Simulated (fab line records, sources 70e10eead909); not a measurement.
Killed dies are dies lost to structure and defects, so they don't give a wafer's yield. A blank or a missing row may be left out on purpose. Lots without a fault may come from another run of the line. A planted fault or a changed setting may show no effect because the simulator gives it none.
Chamber matching | flow nand_harc | NHARC_A_STAIRCASE_DESCUM_270 on rie_diel-04: 4 sister chambers
The step chemistry O2, time 3 s. 4 wafers are shown with their chamber, then 8 later ones without.

WAFERS WITH THEIR CHAMBER
wafer  | chamber | showerhead_plenum_p_Torr (Torr)
L076.5 | 0       | 2.03
L080.1 | 3       | 1.82
L080.6 | 2       | 1.78
L083.1 | 1       | 1.88

WAFERS WITHOUT THEIR CHAMBER
wafer  | showerhead_plenum_p_Torr (Torr)
L083.3 | 1.78
L083.4 | 1.81
L086.1 | 1.77
L086.5 | 2.02
L086.6 | 1.88
L097.2 | 1.80
L097.4 | 2.07
L097.6 | 2.01

WHICH CHAMBER EACH WENT THROUGH
wafer  | from the rows above     | in truth
L083.3 | 2                       | 2
L083.4 | can't be placed: 3 or 2 | 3
L086.1 | 2                       | 2
L086.5 | 0                       | 0
L086.6 | 1                       | 1
L097.2 | can't be placed: 2 or 3 | 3
L097.4 | 0                       | 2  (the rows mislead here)
L097.6 | 0                       | 0
Placed correctly: 5 of 8. Can't be placed from these rows: 2 (the true chamber is among the candidates in 2). Placed wrongly: 1.
How it was worked out, from the rows above alone: a wafer's distance from a chamber is the root of the sum, over the readings, of the square of ((its reading less the chamber's mean) divided by the reading's scatter). The wafer belongs to the nearest chamber; if the next one is less than 2 further off, it can't be placed. A chamber's mean is the mean of its shown wafers. The scatter: with one shown wafer a chamber, the root of the mean of the squares of how far each hidden wafer lies from its nearest shown one.
